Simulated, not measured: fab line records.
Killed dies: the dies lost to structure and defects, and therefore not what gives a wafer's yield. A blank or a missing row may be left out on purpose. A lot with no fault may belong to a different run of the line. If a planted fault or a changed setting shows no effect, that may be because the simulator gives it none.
8D (eight disciplines) problem report, filled in by code    flow nand-harc    the parts of the form that need people (team, actions taken, sign-off) are left out

1. WHAT WENT WRONG
Wafers without a fault read 73 with a standard deviation of 28, while raw-defect-count at NHARC_A_CHANNEL_HOLE_D1_INSPECT_40 averages 686 across 2 wafers of 1 lot. Relative to the usual mean, that is a shift of +22 standard deviations.
Seen first at day 13 08:30 on defect-inspect-01, wafer L811.3. The record holds 33 wafers of 11 lots with a number at this step. Rule for "out", or "out of limits": more than 4 standard deviations from the usual mean. Any other wafer with a number is counted as sound.

2. WHAT IT IS; WHAT IT IS NOT
question                     is                 is not
which readings at this step  raw-defect-count   -
which lots                   L811               L800, L802, L803, L804, L817, L818, L819, L820, L821, L822
which wafers of those lots   L811.3, L811.6     L811.5
read on which gauges         defect-inspect-01  defect-inspect-02
when                         from day 13 08:30  up to then (13 sound wafers); but 18 sound wafers of L817, L818, L819, L820, L821, L822 came after

3. WHAT RULES OUT EACH SUSPECT
Counting: if a tool at a process step up to the reading ran every lot that is out, it stays a suspect. Sound lots after the first of them don't rule it out here, since some wafers of a struck lot are sound.
- the gauge at NHARC_A_CHANNEL_HOLE_D1_INSPECT_40 has been ruled out. All the wafers that are out were read on defect-inspect-01, but those of them that NHARC_END_SORT_01 has rows for are out there too, on other tools.
- har-etch-01 at NHARC_A_CHANNEL_HOLE_D1_ETCH_25 (etches the open film in C4F8/O2/Ar, time 1040.2 s, target depth 1500 nm): kept. The lot that is out, L811, ran on it at day 13 05:58; the last sound lot it ran before that was L804, at day 10 02:38.
- rie-diel-10 at NHARC_A_CHANNEL_HOLE_D1_STRIP_27 (strips in O2): kept. The lot that is out, L811, ran on it at day 13 07:34; the last sound lot it ran before that was L803, at day 10 08:31.
- xsem-01 at NHARC_A_CHANNEL_HOLE_D1_XSEM_31: kept. The lot that is out, L811, ran on it at day 13 08:24; the last sound lot it ran before that was L804, at day 10 05:13.
- At NHARC_A_CHANNEL_HOLE_D1_STRIP_27 on rie-diel-10, chamber 1 took the sound wafers of the same lots and chamber 2 took the wafers that are out.
Left after counting: har-etch-01 at NHARC_A_CHANNEL_HOLE_D1_ETCH_25, rie-diel-10 at NHARC_A_CHANNEL_HOLE_D1_STRIP_27, xsem-01 at NHARC_A_CHANNEL_HOLE_D1_XSEM_31.

4. THE CAUSE (what the simulator had put in)
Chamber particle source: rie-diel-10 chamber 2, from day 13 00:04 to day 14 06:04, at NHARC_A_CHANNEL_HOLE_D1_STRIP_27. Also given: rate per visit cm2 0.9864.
After counting, 3 suspects remain, this tool included.

5. THE EFFECT CHAIN, in route order
Each row: a reading where the mean over the struck wafers with a number is more than 3 standard deviations away from the usual. Readings are gone through only where the record gives a usual standard deviation; hours: the median, over the lots, of the time from a lot's start at the first step in this table giving one to that lot's start at this step; sigmas: the change measured in usual standard deviations.
hours  step                                reading           usual  on struck wafers  change  sigmas
0      NHARC_A_CHANNEL_HOLE_D1_INSPECT_40  raw-defect-count  73     686               +613    +22
371    NHARC_END_SORT_01                   killed-at-array   54     116               +62     +5.2
371    NHARC_END_SORT_01                   killed-dies       59     120               +60     +4.7

6. WHAT WOULD HAVE CAUGHT IT SOONER
Counted from the fault's start at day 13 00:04, it took 8 hours until the first out-of-limits reading at a measuring or inspecting step in this record, taken at day 13 08:30.
Of the tool readings at NHARC_A_CHANNEL_HOLE_D1_STRIP_27 for which the record gives a usual standard deviation, none was out on any struck wafer, so an alarm limit of 4 standard deviations on them would not have fired.
By day 13 08:30, every lot that is out (1) had started NHARC_A_CHANNEL_HOLE_D1_STRIP_27 on rie-diel-10. Tool hold at that time: it would have spared none of them.
